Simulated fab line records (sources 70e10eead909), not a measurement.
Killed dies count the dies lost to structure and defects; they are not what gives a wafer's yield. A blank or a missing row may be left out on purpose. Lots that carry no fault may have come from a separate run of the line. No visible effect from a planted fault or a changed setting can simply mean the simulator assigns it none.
fab line records	flow nand_harc	part 2 of 2: steps 5 to 6 of 6
record: lots: 23	wafers: 69	last_day: 34
route steps=1302 shown A_STAIRCASE@772
lots with no fault: from the same line, run without faults
start_h: hours from the record's opening day to when the first of the lot's shown wafers began	wait_h: time in hours since the lot's previous step	" unchanged from the row above	L1.1+2: several wafers, shown together as one row	- no value, or no start was given	* or withheld: withheld	< > ~ a bound
route shown NAME@n: NAME is a module with steps in the file, n the number in the route of the first one	usual: average and standard deviation across the fault-free wafers	same: alike in all rows	chamber/n: place in a boat	sites: the reading at each site	_std_site: the values' standard deviation	_edge_site: outer sites' mean less inner sites'	radius_mm: how far each site lies from the wafer's centre	mask NAME#n: copy n	behind: the tool/chamber that last shaped the wafer	hold: reason for holding the lot/hours on hold/outcome of the hold	device: transistor that didn't switch, given as n, p or np	end of line: the tests these same wafers got at the end of their route	where a step has no rows: the recipe by itself	killed: not the wafer's yield, but the dies lost to structure and defects at the first sort	map: the dies of a wafer, with x for killed, . for not killed, _ for no die there
set.NAME: the run value of the setting; set.NAME@STEP: its run value at that earlier step	model.NAME: the simulator's own value behind a step, which no gauge read
one table for each step of the route and one row for each wafer, over a sample of lots
services: a tool's chamber out of use, with start hour (start_h, from the record's first day; less than 0 if before it), hours out, and reason
== steps ==
step: NHARC_A_STAIRCASE_DESCUM_443
recipe: time_s: 3	o2_flow_sccm: 200	ar_flow_sccm: 0	bias_power_w: 0	chemistry: O2
usual: drypump_motor_current_A: 5.7/0.48	oes_product_au: 1.002/0.014	rf_vpp_V: 57.8/0.9	showerhead_plenum_p_Torr: 1.93/0.098	throttle_valve_pct: 11.311/0.0087
lot.wafer	tool	chamber	start_h	wait_h	drypump_motor_current_A	oes_product_au	rf_hours_counter_h	rf_vpp_V	showerhead_plenum_p_Torr	throttle_valve_pct
L074.1	rie_diel-03	3	420.92	-	5.8	1.017	38	57.7	1.89	11.309
L074.5	"	2	"	"	6.2	1.001	-	57.0	1.77	11.302
L074.6	"	3	"	"	5.8	1.013	-	57.0	1.89	11.305
L075.2	rie_diel-03	1	441.76	-	6.3	0.999	46	57.9	1.97	11.307
L075.1	"	2	"	"	6.2	1.000	39	58.2	1.77	11.305
L075.6	"	2	"	"	6.2	1.005	-	58.0	1.77	11.317
L076.2	rie_diel-03	3	452.60	-	5.8	1.015	47	56.3	1.89	11.311
L076.4	"	0	"	"	4.8	1.022	46	58.4	1.88	11.289
L076.5	"	2	"	"	6.2	0.993	-	57.2	1.77	11.314
L077.1	rie_diel-03	1	468.15	-	6.3	0.998	0	59.0	1.97	11.316
L077.3	"	0	"	"	4.9	0.989	0	56.9	1.88	11.314
L077.6	"	2	"	"	6.2	0.987	-	58.5	2.08	11.316
L078.4	rie_diel-01	2	468.33	-	5.4	1.004	27	58.1	1.78	11.316
L078.3	"	3	"	"	5.0	0.995	25	56.7	1.81	11.299
L078.6	"	1	"	"	6.0	1.006	-	58.4	1.88	11.303
L080.3	rie_diel-03	2	477.53	-	6.2	0.990	6	59.6	2.07	11.313
L080.4	"	0	"	"	4.8	0.994	-	57.1	1.87	11.312
L080.5	"	3	"	"	5.8	1.018	-	57.1	1.89	11.304
L079.2	rie_diel-07	0	493.26	-	5.9	0.984	5	58.8	2.04	11.309
L079.4	"	2	"	"	5.9	1.010	4	58.1	1.97	11.336
L079.6	"	1	"	"	5.5	1.000	-	58.4	1.78	11.313
L082.2	rie_diel-03	2	513.11	-	6.2	0.990	16	58.2	2.07	11.303
L082.1	"	3	"	"	5.8	1.039	12	58.1	1.88	11.306
L082.6	"	3	"	"	5.8	1.035	-	58.6	1.88	11.318
L083.3	rie_diel-07	3	528.01	-	5.8	1.004	18	58.1	2.01	11.304
L083.4	"	0	"	"	5.9	0.995	17	58.5	2.03	11.304
L083.5	"	1	"	"	5.5	1.002	-	55.8	1.77	11.315
L085.2	rie_diel-03	2	538.66	-	6.2	0.986	24	59.7	2.07	11.316
L085.5	"	3	"	"	5.8	1.040	-	58.4	1.88	11.310
L085.6	"	0	"	"	4.8	0.998	-	59.1	1.87	11.302
L084.2	rie_diel-01	3	538.81	-	5.0	0.986	51	57.1	1.81	11.295
L084.3	"	0	"	"	5.1	1.002	47	58.3	2.02	11.306
L084.5	"	2	"	"	5.4	1.005	-	57.9	1.77	11.310
L086.4	rie_diel-03	3	549.73	-	5.8	1.026	25	57.6	1.88	11.328
L086.3	"	0	"	"	4.8	0.998	26	58.5	1.87	11.303
L086.5	"	2	"	"	6.2	0.976	-	58.6	2.07	11.312
L088.3	rie_diel-07	0	562.46	-	5.9	0.987	30	56.9	2.03	11.305
L088.2	"	3	"	"	5.8	1.005	29	58.3	2.01	11.313
L088.5	"	1	"	"	5.5	1.009	-	55.7	1.77	11.320
L087.1	rie_diel-01	0	569.20	-	5.1	0.999	0	58.1	2.02	11.324
L087.2	"	1	"	"	6.1	0.989	0	57.6	1.87	11.317
L087.5	"	0	"	"	5.1	1.012	-	60.0	2.02	11.320
L089.2	rie_diel-03	3	569.37	-	5.8	1.022	34	55.4	1.88	11.318
L089.4	"	0	"	"	4.8	1.013	33	56.7	1.87	11.320
L089.6	"	2	"	"	6.2	0.996	-	57.9	2.06	11.313
L091.2	rie_diel-07	3	581.88	-	5.8	1.001	37	57.5	2.01	11.309
L091.1	"	2	"	"	5.9	0.999	38	58.0	1.96	11.302
L091.5	"	0	"	"	5.9	0.984	-	58.7	2.03	11.308
L090.1	rie_diel-01	0	582.05	-	5.1	1.030	5	55.8	2.02	11.315
L090.3	"	2	"	"	5.4	0.987	4	57.4	2.08	11.332
L090.6	"	0	"	"	5.1	1.011	-	58.8	2.02	11.312
L092.3	rie_diel-07	0	616.61	-	5.9	0.974	49	58.0	2.02	11.292
L092.1	"	2	"	"	5.9	1.003	47	57.8	1.95	11.306
L092.6	"	0	"	"	5.9	0.997	-	59.6	2.02	11.320
L093.1	rie_diel-03	3	616.78	-	5.8	1.025	44	58.0	1.88	11.309
L093.3	"	0	"	"	4.9	1.009	45	57.6	1.86	11.296
L093.6	"	1	"	"	6.3	1.008	-	57.6	1.95	11.303
L094.4	rie_diel-03	0	624.55	-	4.8	1.007	48	58.5	1.86	11.316
L094.1	"	1	"	"	6.3	0.995	48	57.6	1.95	11.303
L094.5	"	3	"	"	5.8	1.018	-	58.1	1.87	11.302
L095.3	rie_diel-01	3	634.93	-	4.9	0.997	21	57.8	1.80	11.318
L095.1	"	0	"	"	5.1	1.020	23	58.8	2.01	11.310
L095.6	"	3	"	"	4.9	0.992	-	56.7	1.80	11.315
L096.4	rie_diel-03	2	655.61	-	6.2	0.989	5	58.5	2.05	11.317
L096.2	"	3	"	"	5.8	1.025	5	56.0	1.87	11.324
L096.6	"	2	"	"	6.2	0.991	-	59.3	2.05	11.318
L097.1	rie_diel-07	3	664.96	-	5.8	0.979	1	58.8	2.00	11.323
L097.3	"	1	"	"	5.5	0.981	1	58.7	2.08	11.301
L097.5	"	2	"	"	5.9	0.993	-	58.0	1.95	11.313
step: NHARC_A_STAIRCASE_CMP_450
recipe: target_thk_nm: 200	material: SiO2
usual: motor_current_A: 11.9/1.3	slurry_filter_dp_kPa: 13.50/0.12
lot.wafer	tool	chamber	start_h	wait_h	motor_current_A	slurry_filter_dp_kPa
L074.1	cmp-03	3	426.22	-	11.7	13.38
L074.6	"	0	"	"	10.9	13.29
L074.5	"	1	"	"	11.7	13.44
L075.2	cmp-03	3	447.05	-	11.1	13.62
L075.1	"	2	"	"	10.4	13.27
L075.6	"	3	"	"	11.4	13.41
L076.4	cmp-01	2	457.87	-	10.8	13.60
L076.2	"	0	"	"	11.5	13.53
L076.5	"	1	"	"	11.1	13.51
L078.4	cmp-01	1	473.59	-	11.7	13.60
L078.3	"	2	"	"	11.6	13.55
L078.6	"	0	"	"	11.5	13.43
L077.1	cmp-04	3	474.46	-	11.7	13.35
L077.3	"	0	"	"	14.7	13.65
L077.6	"	0	"	"	15.7	13.46
L080.3	cmp-03	2	483.83	-	9.7	13.46
L080.4	"	3	"	"	11.7	13.47
L080.5	"	2	"	"	9.8	13.48
L079.4	cmp-01	1	498.51	-	11.4	13.46
L079.2	"	3	"	"	12.9	13.50
L079.6	"	1	"	"	11.5	13.52
L082.1	cmp-04	3	518.40	-	11.4	13.48
L082.2	"	1	"	"	13.9	13.58
L082.6	"	3	"	"	11.7	13.40
L083.3	cmp-03	1	533.28	-	12.1	13.67
L083.4	"	2	"	"	9.6	13.27
L083.5	"	0	"	"	10.7	13.75
L085.2	cmp-01	0	543.91	-	10.9	13.58
L085.6	"	0	"	"	11.4	13.18
L085.5	"	1	"	"	11.6	13.57
L084.3	cmp-04	1	544.06	-	13.4	13.56
L084.2	"	3	"	"	11.2	13.27
L084.5	"	2	"	"	11.3	13.47
L086.3	cmp-01	1	554.97	-	12.0	13.67
L086.4	"	2	"	"	11.2	13.48
L086.5	"	1	"	"	12.0	13.43
L088.2	cmp-03	0	567.76	-	11.3	13.30
L088.3	"	2	"	"	9.1	13.40
L088.5	"	1	"	"	11.7	13.59
L087.1	cmp-03	1	574.50	-	11.3	13.51
L087.2	"	2	"	"	10.0	13.42
L087.5	"	0	"	"	11.3	13.59
L089.4	cmp-01	2	574.65	-	11.3	13.37
L089.2	"	3	"	"	12.7	13.65
L089.6	"	1	"	"	11.5	13.48
L091.2	cmp-04	0	587.10	-	15.4	13.48
L091.1	"	1	"	"	13.2	13.49
L091.5	"	1	"	"	13.8	13.73
L090.1	cmp-03	1	587.36	-	11.4	13.47
L090.3	"	2	"	"	9.3	13.42
L090.6	"	2	"	"	9.7	13.36
L092.3	cmp-01	2	621.87	-	11.0	13.50
L092.1	"	0	"	"	11.3	13.42
L092.6	"	2	"	"	11.6	13.44
L093.3	cmp-04	3	622.17	-	11.2	13.53
L093.1	"	0	"	"	15.8	13.53
L093.6	"	2	"	"	11.1	13.38
L094.4	cmp-04	1	629.81	-	14.1	13.29
L094.1	"	2	"	"	11.4	13.41
L094.5	"	0	"	"	15.4	13.62
L095.3	cmp-01	0	640.27	-	11.7	13.63
L095.1	"	1	"	"	12.1	13.37
L095.6	"	3	"	"	13.1	13.45
L096.2	cmp-04	3	660.89	-	11.6	13.63
L096.4	"	1	"	"	13.6	13.54
L096.6	"	3	"	"	11.4	13.45
L097.3	cmp-01	2	670.40	-	11.6	13.65
L097.1	"	3	"	"	13.7	13.23
L097.5	"	1	"	"	11.3	13.51
== services ==
tool	chamber	start_h	hours	kind
cmp-01	-	337.27	4.0	pm
rie_diel-01	0	358.28	6.1	repair
rie_diel-07	-	372.59	1.2	repair
rie_diel-03	2	375.34	13.8	repair
rie_diel-01	-	381.53	9.0	pm
rie_diel-07	3	384.62	2.5	repair
cmp-01	-	385.54	0.7	repair
cmp-01	-	409.89	2.1	repair
rie_diel-01	3	410.09	2.7	repair
rie_diel-01	0	414.14	6.5	repair
acl_dep-02	-	430.35	13.0	pm
cmp-01	-	435.27	4.0	pm
cmp-01	-	448.20	0.3	repair
rie_diel-03	3	455.41	17.4	repair
rie_diel-03	-	458.34	9.0	pm
rie_diel-07	-	472.85	9.0	pm
rie_diel-03	1	476.61	8.3	repair
rie_diel-07	1	533.96	17.1	repair
rie_diel-01	-	558.53	9.0	pm
rie_diel-07	3	592.66	15.5	repair
acl_dep-02	-	611.35	13.0	pm
rie_diel-07	1	627.64	3.5	repair
rie_diel-03	-	635.34	9.0	pm
rie_diel-07	-	649.85	9.0	pm
